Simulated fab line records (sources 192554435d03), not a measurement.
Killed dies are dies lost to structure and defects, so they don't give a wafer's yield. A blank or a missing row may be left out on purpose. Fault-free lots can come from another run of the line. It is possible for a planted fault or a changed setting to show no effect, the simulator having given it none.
A struck lot beside a sound one ; flow n5Finfet ; 41 steps out of a route of 1938
Sound: wafers L390.2, L390.3, L390.5. Struck: wafer L399.3 (L399.2, L399.4, from the same lot, were not struck and are left out); the cause is given at the end.
Order at every step that has rows: each side's tool, ch and its chambers, its first start. Under that, the readings that differ: sound wafers ; struck wafers ; difference of the means ; sigmas: that difference in standard deviations of wafers without a fault.
alike: readings whose means differ by less than 2 such deviations, and words and numbers that are the same on both sides. not compared: withheld readings, readings that some wafer has no value for, bounds like >300 that may hide the same value, and numbers for which the record gives no deviation and whose values overlap.
Wherever a step has rows on one side only, a row that says differs or no value, or a row with sigmas, the two part there. Numbers that have no deviation but don't overlap get no sigmas and don't part them. A reading that every wafer of one side lacks parts them only if that side has two wafers or more.

first, 8 steps without rows for these wafers: N5_BEOL_M3_ANNEAL_51 (time 90 s); N5_BEOL_M3_CMP_52 (polishes, stops on SiOC, t overpolish 6.8 s, target thk 40 nm); N5_BEOL_M3_PRE_CLEAN_60 (time 15 s); N5_BEOL_M3_CO_CAP_55 (material Co, precursor CCTBA/H2, target thk 2 nm, time 102.1 s); N5_BEOL_M3_PRE_CLEAN_56 (time 15 s); N5_BEOL_M3_DEP_57 (deposits SiCN from 3MS/NH3, target thk 8 nm, time 14 s); N5_BEOL_M4_ILD_DEP_00 (deposits SiOC from DEMS/O2, target thk 79 nm, time 15.3 s); N5_BEOL_M4_PECVD_72 (deposits SiO2 from TEOS/O2, target thk 16 nm, time 18 s).
N5_BEOL_M4_HM_DEP_02: deposits TiN, target thk 20 nm.
  struck on pvdSputter-02, day 11 23:06; sound on pvdSputter-02, day 9 16:31
reading;sound;struck;difference;sigmas
model.TiN_of_BEOL_M4_HM_DEP_02.thkNm (nm);19.6 19.8 20;32.4;+12.6;
  alike: chamberPressurePa, substrateTempC, throttleValvePct
then, 16 steps without rows for these wafers: N5_BEOL_M4_COAT_61 (time 60 s, resist thk 60 nm); N5_BEOL_M4_COAT_62 (time 60 s, resist thk 12 nm); N5_BEOL_M4_COAT_73 (time 60 s, resist thk 5 nm); N5_BEOL_M4_COAT_05 (resist thk 30 nm); N5_BEOL_M4_EBR_07; N5_BEOL_M4_SOFTBAKE_06 (time 60 s); N5_BEOL_M4_EXPOSE_08 (exposes mask M4); N5_BEOL_M4_PEB_09 (peb time 60 s); N5_BEOL_M4_DEVELOP_10 (develop time 30 s); N5_BEOL_M4_DESCUM_16 (chemistry O2, time 7 s); N5_BEOL_M4_ETCH_74 (etches underlayer in N2/H2, target depth 6.5 nm, time 5.2 s); N5_BEOL_M4_ETCH_63 (etches SiARC in CF4, target depth 15.6 nm, time 26 s); N5_BEOL_M4_ETCH_64 (etches SOC in N2/H2, target depth 75 nm, overetch 22.5 nm, time 121.9 s); N5_BEOL_M4_STRIP_65 (strips in N2/H2); N5_BEOL_M4_STRIP_75 (strips in N2/H2); N5_BEOL_M4_STRIP_66 (strips in CF4).
N5_BEOL_M4_HM_OPEN_17: chemistry Cl2/BCl3, target TiN, target depth 20 nm, overetch 6 nm.
  sound on rieMetal-01 ch 0,1, day 9 17:20; struck on rieMetal-03 ch 0, day 12 00:22
reading;sound;struck;difference;sigmas
throttleValvePct (%);22.20 22.27 22.26;21.69;-0.55;-2
model.etch.depthNm (nm);19.69 19.86 20;25.98;+6.13;
  alike: drypumpMotorCurrentA, oesProductAu
  not compared: rfHoursCounterH
then, 8 steps without rows for these wafers: N5_BEOL_M4_STRIP_19 (strips in O2); N5_BEOL_M4_COAT_67 (time 60 s, resist thk 60 nm); N5_BEOL_M4_COAT_68 (time 60 s, resist thk 12 nm); N5_BEOL_M4_COAT_76 (time 60 s, resist thk 5 nm); N5_BEOL_M4_COAT_22 (resist thk 30 nm); N5_BEOL_M4_EBR_24; N5_BEOL_M4_SOFTBAKE_23 (time 60 s); N5_BEOL_M4_EXPOSE_25 (exposes mask V3, defocus 5 nm).
N5_BEOL_M4_ETCHBACK_99: etches SiO2 in CHF3, target depth 5 nm, time 10.4 s.
  sound on rieDiel-02 ch 1,2, day 9 19:58; struck on rieDiel-02 ch 2, day 12 13:25
reading;sound;struck;difference;sigmas
oesProductAu (a.u.);0.78 0.83 0.82;0.30;-0.51;-8
  alike: drypumpMotorCurrentA, rfVppV, showerheadPlenumPTorr, throttleValvePct
  not compared: rfHoursCounterH
N5_BEOL_M4_VIA_ETCH_34: etches the open film in C4F6/O2, target depth 69.4 nm, time 65.9 s.
  sound on rieDiel-02 ch 1,2, day 9 20:07; struck on rieDiel-02 ch 2, day 12 13:34
reading;sound;struck;difference;sigmas
oesProductAu (a.u.);0.77 0.83 0.83;0.31;-0.50;-8
  alike: drypumpMotorCurrentA, rfVppV, showerheadPlenumPTorr, throttleValvePct
  not compared: rfHoursCounterH
N5_BEOL_M4_TRENCH_ETCH_37: etches SiOC in C4F6/O2, target depth 55.555 nm, time 29.2 s.
  sound on rieDiel-02 ch 1,2; struck on rieDiel-02 ch 2
reading;sound;struck;difference;sigmas
model.TiN_of_BEOL_M4_HM_DEP_02.thkNm (nm);17.4 17.6 17.8;30;+12;
  alike: drypumpMotorCurrentA, oesProductAu, rfVppV, showerheadPlenumPTorr, throttleValvePct
  not compared: rfHoursCounterH
N5_BEOL_M4_OCD_MEAS_38:
  struck on ocd-01, day 12 13:49; sound on ocd-02, day 9 20:22
  not compared: trenchDepthNm
N5_BEOL_M4_CD_MEAS_35: target cd 18 nm, target cd y 22.4 nm.
  struck on cdSem-02, day 12 13:59; sound on cdSem-02, day 9 20:34
  not compared: cdNm
N5_BEOL_M4_RC_MEAS_101:
  the record has rows for the sound wafers here (prober-01 ch 0, day 10 01:49) and none for the struck ones
-- here the record skips 5 days between the struck wafers' starts before and after, leaving off in module BEOL_M4 and picking up in module PASSIVATION (first step shown: number 1936 of the route) --
N5_PASSIVATION_PROBE_49:
  the record has rows for the struck wafers here (prober-01, day 17 04:42) and none for the sound ones

## WHERE THEY PART
First at N5_BEOL_M4_HM_OPEN_17; last, within this record, at N5_PASSIVATION_PROBE_49.

WHY: the cause the simulator had injected
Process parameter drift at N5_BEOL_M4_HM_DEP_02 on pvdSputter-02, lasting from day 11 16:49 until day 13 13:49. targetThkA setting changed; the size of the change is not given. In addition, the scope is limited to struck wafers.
